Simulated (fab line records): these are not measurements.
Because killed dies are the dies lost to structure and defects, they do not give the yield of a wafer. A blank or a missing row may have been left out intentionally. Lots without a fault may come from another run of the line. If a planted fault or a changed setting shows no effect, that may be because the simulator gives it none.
Matching of chambers    flow n5 finfet    N5_BEOL_M2_CO_CAP_55 on cvd co-01 has 3 sister chambers
The step material Co, precursor CCTBA/H2, target thk 2 nm, time 102.1 s. 16 wafers are shown with their chamber, then 8 later ones without.

WAFERS WITH THEIR CHAMBER
wafer   chamber  heater power w (W)
L076.1  2        223
L076.2  1        213
L076.3  0        231
L076.4  0        230
L076.5  2        221
L076.6  1        222
L079.4  2        222
L079.5  1        218
L079.6  0        231
L077.1  0        238
L077.4  1        218
L077.5  2        232
L081.1  1        216
L081.4  2        227
L081.5  1        217
L085.3  2        228

SIGNATURES, as means of the wafers listed above
reading         chamber 0  chamber 1  chamber 2  scatter within a chamber
heater power w  232.50     217.33     225.50     3.66
Rule: for each reading, subtract the chamber's mean from the wafer's reading, divide by that reading's scatter and square the result; add these up over the readings and take the root, which gives the wafer's distance from the chamber. If the next closest chamber is less than 2 further off than the closest, the wafer can't be placed; otherwise it belongs to the closest. The scatter: take each reading less its chamber's mean, square it, sum over the shown wafers, divide by the number of wafers less the number of chambers, and take the root.

WAFERS WITHOUT THEIR CHAMBER
wafer   heater power w (W)
L085.4  234
L085.5  231
L087.4  220
L087.5  213
L087.6  240
L097.1  228
L097.2  237
L097.5  204

EACH ONE'S CHAMBER
wafer   from the rows above      in truth
L085.4  can't be placed: 0 or 2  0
L085.5  can't be placed: 0 or 2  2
L087.4  can't be placed: 1 or 2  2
L087.5  1                        1
L087.6  can't be placed: 0 or 2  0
L097.1  can't be placed: 2 or 0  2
L097.2  can't be placed: 0 or 2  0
L097.5  1                        1
2 of 8 placed correctly. Can't be placed from these rows: 6 (the true chamber is among the candidates in 6). Number placed wrongly: 0.
